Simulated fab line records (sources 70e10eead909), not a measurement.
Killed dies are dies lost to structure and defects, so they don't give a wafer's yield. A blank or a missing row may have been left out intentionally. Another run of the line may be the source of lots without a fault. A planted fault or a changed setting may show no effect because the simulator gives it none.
fab line records -- flow nand-harc
record lots=14, wafers=42, last-day=33
route steps=1302 shown A_STAIRCASE@740
lots that met no fault: from a run of the same line without faults
start-h: start of the lot's first displayed wafer, in hours after the record's first day -- wait-h: time in hours since the lot's previous step -- " unchanged from the row above -- L1.1+2: one row covering several wafers at once -- - no value, or no start given -- * or withheld: withheld -- < > ~ a bound
route shown NAME@n: names a module that has steps shown in the file, with the first one's number in the route -- usual: average and standard deviation across the fault-free wafers -- same: alike in all rows -- chamber/n: place in a boat -- sites: per-site readings -- _std_site: how widely they spread, as a standard deviation -- _edge_site: the outer-site mean with the inner-site mean subtracted -- radius-mm: for every site, how far away it sits from the centre of the wafer -- mask NAME#n: copy n -- behind: the last tool/chamber to shape the wafer -- hold: reason for holding the lot/hours on hold/outcome of the hold -- device: which transistor (n, p or np) failed to switch -- end of line: the same wafers' tests at the end of the route -- where a step has no rows: the recipe by itself -- killed: count of dies lost to structure and defects at first sort (not the wafer's yield) -- map: the dies of a wafer, with x for killed, . for not killed, _ for no die there
set.NAME: setting as actually run; set.NAME@STEP: the setting as run at that earlier step -- model.NAME: the simulator's own value behind a step, which no gauge read
the route's steps for a sample of lots (tables are steps, rows are wafers)
services: from which hour (start-h, from the record's first day; less than 0 if before it) a tool's chamber was out of use, for how many hours, and why
## steps
# step NHARC_A_STAIRCASE_TRIM_226
# recipe time-s=211.2, o2-flow-sccm=500, ar-flow-sccm=0, bias-w=0, chemistry=O2
# usual chamber-pressure-mTorr=60.00/0.054, drypump-motor-current-A=5.6/0.51, oes-product-au=0.999/0.0087, rf-vpp-V=57.7/0.88, showerhead-plenum-p-Torr=3.50/0.13, throttle-valve-pct=17.036/0.0092
lot.wafer,tool,chamber,start-h,wait-h,chamber-pressure-mTorr,drypump-motor-current-A,oes-product-au,rf-hours-counter-h,rf-vpp-V,showerhead-plenum-p-Torr,throttle-valve-pct
L922.3,rie-diel-05,1,-,-,60.02,5.4,1.025,40,56.7,3.40,17.021
L922.1,rie-diel-05,2,-,-,60.02,5.1,1.013,40,58.6,3.43,17.034
L922.5,rie-diel-05,3,-,-,60.02,5.3,1.009,-,57.8,3.51,17.026
L923.4,rie-diel-05,2,-,-,59.99,5.1,1.010,46,57.5,3.43,17.024
L923.3,rie-diel-05,3,-,-,60.01,5.2,1.015,52,56.7,3.51,17.050
L923.5,rie-diel-05,2,-,-,59.93,5.1,1.019,-,57.9,3.43,17.039
L924.3,rie-diel-08,0,-,-,59.92,5.3,1.004,4,57.0,3.58,17.035
L924.2,rie-diel-08,1,-,-,60.17,6.6,1.002,3,56.7,3.33,17.039
L924.6,rie-diel-08,3,-,-,60.07,6.4,0.998,-,59.2,3.59,17.053
L926.2,rie-diel-13,0,-,-,60.10,6.3,0.993,19,56.5,3.43,17.037
L926.4,rie-diel-13,1,-,-,60.06,5.3,1.017,18,58.2,3.74,17.045
L926.6,rie-diel-13,2,-,-,60.04,5.2,1.011,-,57.2,3.46,17.019
L927.1,rie-diel-05,1,-,-,59.97,5.4,0.986,3,57.4,3.40,17.031
L927.2,rie-diel-05,2,-,-,59.98,5.1,0.989,3,58.6,3.42,17.027
L927.4,rie-diel-05,3,-,-,59.91,5.2,0.985,3,57.5,3.50,17.023
L928.4,rie-diel-08,3,-,-,60.02,6.5,1.002,20,56.6,3.58,17.037
L928.5,rie-diel-08,0,-,-,59.99,5.3,1.005,-,57.3,3.58,17.027
L928.6,rie-diel-08,1,-,-,60.05,6.6,0.995,-,59.0,3.33,17.037
L929.2,rie-diel-08,0,-,-,60.01,5.3,1.004,19,58.6,3.58,17.043
L929.1,rie-diel-08,1,-,-,59.99,6.5,0.985,18,57.3,3.33,17.027
L929.5,rie-diel-08,3,-,-,60.01,6.4,0.993,-,58.0,3.58,17.040
L931.2,rie-diel-13,2,-,-,60.00,5.2,0.990,40,57.7,3.45,17.042
L931.1,rie-diel-13,3,-,-,59.94,5.2,0.973,40,56.8,3.38,17.031
L931.3,rie-diel-13,0,-,-,59.99,6.3,0.989,35,57.4,3.42,17.027
L936.2,rie-diel-05,3,-,-,60.03,5.3,1.000,30,58.9,3.49,17.045
L936.1,rie-diel-05,2,-,-,59.95,5.1,0.995,29,56.2,3.41,17.042
L936.6,rie-diel-05,3,-,-,59.98,5.3,1.001,-,57.7,3.49,17.037
L938.3,rie-diel-08,2,-,-,60.01,5.6,1.015,42,58.5,3.78,17.028
L938.6,rie-diel-08,2,-,-,60.11,5.6,1.001,-,58.7,3.78,17.027
L938.5,rie-diel-08,3,-,-,59.95,6.5,1.000,-,56.6,3.57,17.043
L937.3,rie-diel-05,0,-,-,60.03,5.4,1.001,38,57.3,3.46,17.016
L937.1,rie-diel-05,1,-,-,59.95,5.5,0.996,39,57.3,3.38,17.032
L937.4,rie-diel-05,3,-,-,60.01,5.2,0.999,34,55.8,3.48,17.036
L941.2,rie-diel-13,0,-,-,60.01,6.4,0.995,7,56.5,3.40,17.037
L941.6,rie-diel-13,2,-,-,59.95,5.2,0.989,-,56.5,3.43,17.038
L941.5,rie-diel-13,3,-,-,59.99,5.3,0.983,-,57.0,3.37,17.033
L942.3,rie-diel-08,3,-,-,59.88,6.5,0.997,2,57.3,3.56,17.041
L942.4,rie-diel-08,2,-,-,59.97,5.6,0.999,2,59.3,3.78,17.018
L942.6,rie-diel-08,0,-,-,60.03,5.3,1.013,-,58.9,3.56,17.032
L945.3,rie-diel-05,2,-,-,60.03,5.1,1.003,58,57.7,3.39,17.049
L945.2,rie-diel-05,1,-,-,60.05,5.4,1.001,61,55.5,3.37,17.049
L945.5,rie-diel-05,2,-,-,60.00,5.1,0.992,-,57.0,3.40,17.039
# step NHARC_A_STAIRCASE_TRIM_229
# recipe time-s=211.2, o2-flow-sccm=500, ar-flow-sccm=0, bias-w=0, chemistry=O2
# usual chamber-pressure-mTorr=60.00/0.063, drypump-motor-current-A=5.6/0.52, oes-product-au=1.000/0.007, rf-vpp-V=57.7/0.85, showerhead-plenum-p-Torr=3.50/0.13, throttle-valve-pct=17.037/0.0087
lot.wafer,tool,chamber,start-h,wait-h,chamber-pressure-mTorr,drypump-motor-current-A,oes-product-au,rf-hours-counter-h,rf-vpp-V,showerhead-plenum-p-Torr,throttle-valve-pct
L922.1,rie-diel-05,2,360.42,0.1,60.06,5.1,1.012,40,58.2,3.44,17.021
L922.3,rie-diel-05,3,360.42,0.1,59.97,5.3,1.013,45,56.2,3.51,17.050
L922.5,rie-diel-05,3,360.42,0.1,59.89,5.3,1.006,-,57.1,3.51,17.032
L923.3,rie-diel-05,2,384.58,0.1,60.02,5.1,1.006,46,56.6,3.43,17.037
L923.4,rie-diel-05,3,384.58,0.1,60.08,5.3,1.017,52,57.1,3.51,17.037
L923.5,rie-diel-05,1,384.58,0.1,60.05,5.5,1.015,-,58.2,3.40,17.036
L924.3,rie-diel-13,0,391.15,0.1,59.99,6.4,0.993,14,55.8,3.43,17.035
L924.2,rie-diel-13,3,391.15,0.1,60.02,5.2,1.002,12,57.1,3.40,17.037
L924.6,rie-diel-13,0,391.15,0.1,59.97,6.4,1.002,-,56.1,3.43,17.032
L926.2,rie-diel-05,2,404.64,0.1,59.91,5.0,1.019,57,57.0,3.43,17.043
L926.4,rie-diel-05,3,404.64,0.1,60.00,5.3,0.996,64,57.9,3.50,17.030
L926.6,rie-diel-05,3,404.64,0.1,60.10,5.2,1.012,-,57.4,3.50,17.042
L927.2,rie-diel-08,2,427.80,0.1,60.02,5.6,0.999,18,59.1,3.80,17.052
L927.1,rie-diel-08,3,427.80,0.1,60.07,6.5,1.004,19,58.6,3.58,17.038
L927.4,rie-diel-08,0,427.80,0.1,59.99,5.3,1.013,16,59.1,3.58,17.038
L928.4,rie-diel-13,1,430.77,0.1,60.04,5.3,1.008,26,58.5,3.74,17.027
L928.6,rie-diel-13,0,430.77,0.1,60.02,6.4,0.993,-,57.3,3.42,17.052
L928.5,rie-diel-13,1,430.77,0.1,60.05,5.3,1.001,-,58.5,3.74,17.028
L929.1,rie-diel-13,3,443.33,0.1,60.02,5.2,1.009,33,57.9,3.39,17.024
L929.2,rie-diel-13,0,443.33,0.1,60.05,6.4,0.999,30,58.3,3.42,17.040
L929.5,rie-diel-13,0,443.33,0.1,60.04,6.4,1.008,-,56.2,3.42,17.040
L931.2,rie-diel-08,3,464.08,0.1,59.97,6.5,0.988,28,57.3,3.58,17.026
L931.1,rie-diel-08,1,464.08,0.1,60.10,6.6,0.996,23,57.1,3.32,17.049
L931.3,rie-diel-08,2,464.08,0.1,60.05,5.6,0.994,26,58.2,3.79,17.042
L936.2,rie-diel-08,1,506.39,0.1,59.86,6.5,0.996,34,58.9,3.32,17.035
L936.1,rie-diel-08,0,506.39,0.1,59.92,5.3,0.996,35,58.6,3.57,17.050
L936.6,rie-diel-08,1,506.39,0.1,60.00,6.6,0.992,-,57.2,3.32,17.045
L938.3,rie-diel-08,3,520.95,0.1,60.12,6.5,0.991,43,57.7,3.57,17.039
L938.5,rie-diel-08,2,520.95,0.1,60.01,5.6,0.994,-,59.9,3.78,17.034
L938.6,rie-diel-08,3,520.95,0.1,60.05,6.5,0.991,-,58.7,3.57,17.022
L937.3,rie-diel-05,2,523.51,0.1,59.84,5.1,0.999,35,59.2,3.41,17.043
L937.1,rie-diel-05,0,523.51,0.1,60.01,5.4,0.992,38,57.9,3.46,17.049
L937.4,rie-diel-05,1,523.51,0.1,59.92,5.4,1.001,39,58.1,3.38,17.030
L941.2,rie-diel-13,1,540.36,0.1,59.96,5.3,0.997,7,58.7,3.71,17.025
L941.5,rie-diel-13,1,540.36,0.1,60.04,5.3,0.999,-,58.8,3.71,17.048
L941.6,rie-diel-13,2,540.36,0.1,59.95,5.2,0.984,-,58.6,3.43,17.046
L942.4,rie-diel-13,0,566.70,0.1,59.90,6.4,1.008,13,58.1,3.40,17.037
L942.3,rie-diel-13,2,566.70,0.1,59.96,5.2,0.999,18,58.2,3.43,17.025
L942.6,rie-diel-13,0,566.70,0.1,59.96,6.4,0.994,-,58.2,3.40,17.049
L945.2,rie-diel-05,1,580.58,0.1,59.85,5.5,1.001,61,57.7,3.37,17.045
L945.3,rie-diel-05,0,580.58,0.1,59.98,5.4,0.990,59,57.3,3.45,17.041
L945.5,rie-diel-05,2,580.58,0.1,60.02,5.1,1.000,-,58.4,3.40,17.038
# step NHARC_A_STAIRCASE_TRIM_233
# recipe time-s=211.2, o2-flow-sccm=500, ar-flow-sccm=0, bias-w=0, chemistry=O2
# usual chamber-pressure-mTorr=60.00/0.052, drypump-motor-current-A=5.6/0.5, oes-product-au=1.000/0.0085, rf-vpp-V=57.7/0.93, showerhead-plenum-p-Torr=3.49/0.13, throttle-valve-pct=17.037/0.0091
lot.wafer,tool,chamber,start-h,wait-h,chamber-pressure-mTorr,drypump-motor-current-A,oes-product-au,rf-hours-counter-h,rf-vpp-V,showerhead-plenum-p-Torr,throttle-valve-pct
L922.3,rie-diel-05,0,-,-,60.03,5.4,1.014,45,56.6,3.49,17.041
L922.1,rie-diel-05,1,-,-,59.92,5.5,1.017,41,57.1,3.41,17.018
L922.5,rie-diel-05,3,-,-,60.00,5.3,1.008,-,57.1,3.51,17.040
L923.4,rie-diel-05,1,-,-,59.99,5.4,1.023,47,57.2,3.40,17.020
L923.3,rie-diel-05,0,-,-,60.01,5.4,1.003,52,57.0,3.49,17.030
L923.5,rie-diel-05,2,-,-,59.96,5.1,1.008,-,57.3,3.43,17.042
L924.3,rie-diel-13,1,-,-,59.91,5.3,0.998,14,57.9,3.74,17.040
L924.2,rie-diel-13,2,-,-,60.04,5.2,0.996,12,58.5,3.46,17.055
L924.6,rie-diel-13,0,-,-,59.96,6.4,0.987,-,59.0,3.43,17.030
L926.4,rie-diel-05,3,405.20,-,59.99,5.3,1.009,64,59.3,3.50,17.015
L926.2,rie-diel-05,1,405.20,-,59.94,5.4,1.005,54,58.5,3.40,17.037
L926.6,rie-diel-05,0,405.20,-,60.03,5.4,1.013,-,58.0,3.48,17.041
L927.1,rie-diel-08,0,-,-,59.96,5.3,1.001,16,57.6,3.58,17.049
L927.4,rie-diel-08,1,-,-,60.01,6.6,0.988,15,57.9,3.33,17.030
L927.2,rie-diel-08,2,-,-,59.99,5.6,0.995,18,60.0,3.80,17.033
L928.4,rie-diel-13,3,-,-,60.06,5.2,1.000,30,57.2,3.39,17.031
L928.5,rie-diel-13,2,-,-,60.03,5.2,1.006,-,56.8,3.45,17.044
L928.6,rie-diel-13,3,-,-,60.00,5.3,0.985,-,57.1,3.39,17.035
L929.1,rie-diel-13,1,-,-,60.06,5.3,1.010,28,58.0,3.74,17.029
L929.2,rie-diel-13,3,-,-,60.12,5.2,0.996,33,57.4,3.39,17.045
L929.5,rie-diel-13,2,-,-,60.07,5.2,0.993,-,57.8,3.45,17.034
L931.3,rie-diel-08,1,-,-,60.00,6.5,0.989,23,57.0,3.32,17.032
L931.1,rie-diel-08,3,-,-,59.97,6.4,0.999,29,58.4,3.58,17.045
L931.2,rie-diel-08,0,-,-,59.98,5.3,1.001,25,57.3,3.57,17.042
L936.1,rie-diel-08,2,-,-,59.94,5.5,1.007,38,58.1,3.79,17.035
L936.2,rie-diel-08,3,-,-,59.95,6.4,0.993,39,57.3,3.57,17.054
L936.6,rie-diel-08,2,-,-,60.02,5.6,0.992,-,57.8,3.79,17.039
L938.3,rie-diel-08,1,-,-,60.02,6.6,0.993,40,56.9,3.31,17.040
L938.6,rie-diel-08,1,-,-,59.95,6.6,0.989,-,58.2,3.31,17.024
L938.5,rie-diel-08,2,-,-,59.97,5.6,1.003,-,57.3,3.78,17.046
L937.1,rie-diel-05,1,-,-,59.96,5.5,0.996,39,57.3,3.38,17.039
L937.3,rie-diel-05,3,-,-,59.97,5.2,1.001,35,57.2,3.48,17.033
L937.4,rie-diel-05,0,-,-,59.88,5.4,0.992,39,57.6,3.46,17.017
L941.2,rie-diel-13,2,-,-,59.99,5.3,0.995,8,58.3,3.43,17.057
L941.6,rie-diel-13,2,-,-,60.04,5.3,0.995,-,58.5,3.43,17.018
L941.5,rie-diel-13,3,-,-,59.99,5.3,0.986,-,56.3,3.37,17.040
L942.4,rie-diel-13,3,-,-,59.99,5.2,0.982,16,56.9,3.36,17.040
L942.3,rie-diel-13,1,-,-,60.02,5.3,1.000,15,59.9,3.71,17.031
L942.6,rie-diel-13,0,-,-,60.05,6.4,0.990,-,56.3,3.40,17.028
L945.3,rie-diel-05,0,-,-,60.02,5.4,1.011,59,56.3,3.45,17.044
L945.2,rie-diel-05,3,-,-,59.98,5.3,1.008,56,57.3,3.47,17.038
L945.5,rie-diel-05,1,-,-,59.92,5.4,0.993,-,57.8,3.37,17.015
# step NHARC_A_STAIRCASE_DEP_259
# recipe target-thk-a=300, target-thk-nm=30, temp-c=400, pressure-torr=3.5, flow-sccm=200, rf-w=350, material=SiON
# usual heater-power-w=767/88, rf-fwd-power-W=348.8/1.1, showerhead-vpp-V=1170/44, susceptor-temp-C=400.05/0.23
lot.wafer,tool,chamber,start-h,wait-h,heater-power-w,rf-fwd-power-W,showerhead-vpp-V,susceptor-temp-C
L922.3,pecvd-01,1,367.67,1.0,644,348.0,1186,400.48
L922.1,pecvd-01,2,367.67,1.0,918,348.1,1140,400.41
L922.5,pecvd-01,0,367.67,1.0,672,349.7,1132,399.93
L923.3,pecvd-02,0,392.75,1.0,680,347.7,1143,399.96
L923.4,pecvd-02,2,392.75,1.0,873,350.2,1178,400.06
L923.5,pecvd-02,0,392.75,1.0,693,349.4,1125,399.77
L924.3,pecvd-04,2,396.56,1.0,786,349.1,1208,400.49
L924.2,pecvd-04,0,396.56,1.0,879,349.5,1131,400.26
L924.6,pecvd-04,2,396.56,1.0,777,348.0,1198,400.21
L926.2,pecvd-04,2,412.64,1.3,810,348.5,1193,399.55
L926.4,pecvd-04,1,412.64,1.3,852,351.1,1173,399.54
L926.6,pecvd-04,0,412.64,1.3,791,348.8,1107,400.14
L927.1,pecvd-01,0,433.20,1.6,707,348.5,1133,400.17
L927.2,pecvd-01,1,433.20,1.6,674,346.3,1204,399.87
L927.4,pecvd-01,1,433.20,1.6,689,348.5,1209,400.15
L928.6,pecvd-01,1,440.06,0.1,683,349.1,1184,399.83
L928.4,pecvd-01,2,440.06,0.1,863,348.2,1153,399.91
L928.5,pecvd-01,0,440.06,0.1,772,350.2,1119,400.36
L929.2,pecvd-04,2,450.19,1.3,702,349.8,1178,399.99
L929.1,pecvd-04,0,450.19,1.3,846,349.7,1099,400.00
L929.5,pecvd-04,0,450.19,1.3,839,348.8,1125,400.02
L931.3,pecvd-02,1,471.76,0.9,802,348.6,1265,399.74
L931.2,pecvd-02,2,471.76,0.9,894,348.1,1201,400.03
L931.1,pecvd-02,0,471.76,0.9,626,346.8,1129,400.10
L936.2,pecvd-02,2,512.81,1.3,842,347.6,1194,400.35
L936.1,pecvd-02,0,512.81,1.3,641,488.6,1323,399.94
L936.6,pecvd-02,2,512.81,1.3,834,349.8,1205,399.98
L938.3,pecvd-02,1,527.98,1.0,719,349.7,1259,400.00
L938.6,pecvd-02,1,527.98,1.0,745,349.5,1259,399.68
L938.5,pecvd-02,0,527.98,1.0,639,488.6,1326,400.05
L937.3,pecvd-04,2,529.42,1.0,744,349.5,1200,399.82
L937.1,pecvd-04,0,529.42,1.0,848,349.7,1103,399.89
L937.4,pecvd-04,1,529.42,1.0,772,349.0,1191,399.70
L941.2,pecvd-01,0,545.74,1.2,684,349.1,1156,400.25
L941.6,pecvd-01,0,545.74,1.2,683,350.4,1137,400.19
L941.5,pecvd-01,2,545.74,1.2,860,346.2,1151,400.24
L942.3,pecvd-01,0,573.19,1.0,759,347.8,1169,399.92
L942.4,pecvd-01,0,573.19,1.0,756,348.8,1120,400.03
L942.6,pecvd-01,1,573.19,1.0,621,349.6,1167,400.41
L945.2,pecvd-04,2,586.02,1.3,764,348.8,1193,400.14
L945.3,pecvd-04,1,586.02,1.3,831,350.4,1182,399.93
L945.5,pecvd-04,1,586.02,1.3,811,350.6,1160,400.39
## services
tool,chamber,start-h,hours,kind
rie-diel-05,0,337.63,-,clean
rie-diel-05,1,337.63,-,clean
rie-diel-05,2,337.63,-,clean
rie-diel-05,3,337.63,-,clean
pecvd-02,0,339.44,6.0,repair
pecvd-01,-,340.93,1.6,repair
rie-diel-13,-,342.96,9.0,pm
rie-diel-13,-,354.30,0.8,repair
rie-diel-05,0,362.13,-,clean
rie-diel-05,1,362.13,-,clean
rie-diel-08,-,367.82,9.0,pm
rie-diel-05,-,392.48,0.6,repair
rie-diel-05,-,404.84,0.2,repair
rie-diel-05,-,406.60,9.0,pm
pecvd-02,-,408.44,13.0,pm
rie-diel-13,-,440.58,1.6,repair
pecvd-04,-,450.49,13.0,pm
rie-diel-13,0,459.08,2.6,repair
pecvd-01,-,492.30,13.0,pm
rie-diel-13,-,520.02,9.0,pm
pecvd-02,2,523.95,18.8,repair
rie-diel-08,-,544.82,9.0,pm
pecvd-04,-,578.11,1.8,repair
rie-diel-05,-,583.60,9.0,pm
## key
first-sign step=NHARC_A_STAIRCASE_DEP_259, reading=rf-fwd-power-W, direction=up, sigmas=99+, usual=*, struck=*
effect step=NHARC_A_STAIRCASE_DEP_259, reading=showerhead-vpp-V, direction=up, sigmas=3.5, usual=1170, struck=1324
met-at NHARC_A_STAIRCASE_DEP_259
struck-lots L936,L938
struck-wafers L936.1,L938.5
later-rows-left-out L936.1,L938.5
sort-left-out L936.1,L938.5
tester-left-out L936,L938
not-acting-at NHARC_A_STAIRCASE_TRIM_226,NHARC_A_STAIRCASE_TRIM_229,NHARC_A_STAIRCASE_TRIM_233
onset-between 471.76 512.81
fault kind=process-parameter-drift, tool=pecvd-02, chamber=0, onset-h=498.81, steps=NHARC_A_STAIRCASE_DEP_259, channel=rf-w, offset=*, shape=step, end-h=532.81, acts-in=*, stated=*
# tester-left-out: of these lots the tester's yield and bins aren't shown, on N5 and GAA mostly nor the transistor test; their killed dies are dies lost to structure and defects alone, not to doping, threshold or leakage, so they don't give the yield
# sort-left-out: the simulated sort isn't trusted on such a fault, so these wafers' sort isn't shown, and their yield isn't known
# later-rows-left-out: the simulator's readings of these wafers behind a module that went badly wrong aren't trusted and aren't shown, but for the sort
